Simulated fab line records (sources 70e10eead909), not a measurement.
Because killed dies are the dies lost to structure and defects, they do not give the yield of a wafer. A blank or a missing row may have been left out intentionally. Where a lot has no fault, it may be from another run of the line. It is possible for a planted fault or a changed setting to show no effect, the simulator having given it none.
Chamber matching    flow nand_harc    NHARC_A_BONDPAD_CMP_19 on cmp-01 has 4 sister chambers
The step polishes, t overpolish 30 s, cu recess touch 16 s, target thk 169.82 nm. 7 wafers are shown with their chamber, then 7 later ones without.

## WAFERS WITH THEIR CHAMBER
wafer   chamber  motor_current_A (A)  overpolish_run_s (s)
L362.2  2        11.0                 30.010
L366.4  1        9.8                  30.009
L373.1  3        11.3                 30.012
L373.2  0        12.8                 30.002
L373.3  1        10.2                 29.993
L372.2  0        13.0                 29.972
L372.3  3        10.5                 29.989

## WAFERS WITHOUT THEIR CHAMBER
wafer   motor_current_A (A)  overpolish_run_s (s)
L372.5  11.9                 30.009
L375.1  10.9                 29.994
L375.3  9.8                  29.989
L375.6  10.1                 29.995
L382.2  10.2                 29.986
L382.3  11.1                 29.999
L382.6  9.6                  30.016

## THE CHAMBER EACH PASSED THROUGH
wafer   from the rows above           in truth
L372.5  can't be placed: 2 or 3 or 0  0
L375.1  can't be placed: 3 or 2       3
L375.3  1                             1
L375.6  can't be placed: 1 or 3       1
L382.2  can't be placed: 1 or 3 or 2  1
L382.3  can't be placed: 3 or 2       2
L382.6  1                             1
Placed correctly: 2 of 7. Not placeable from these rows: 5 (in 5, the candidates include the true chamber). 0 placed wrongly.
How it was worked out, from the rows above alone: a wafer's distance from a chamber is the root of the sum, over the readings, of the square of ((its reading less the chamber's mean) divided by the reading's scatter). The wafer belongs to the nearest chamber; if the next one is less than 2 further off, it can't be placed. A chamber's mean is the mean of its shown wafers. The scatter: the root of (the sum of the squares of (reading less its chamber's mean) over the shown wafers, divided by (wafers less chambers)).
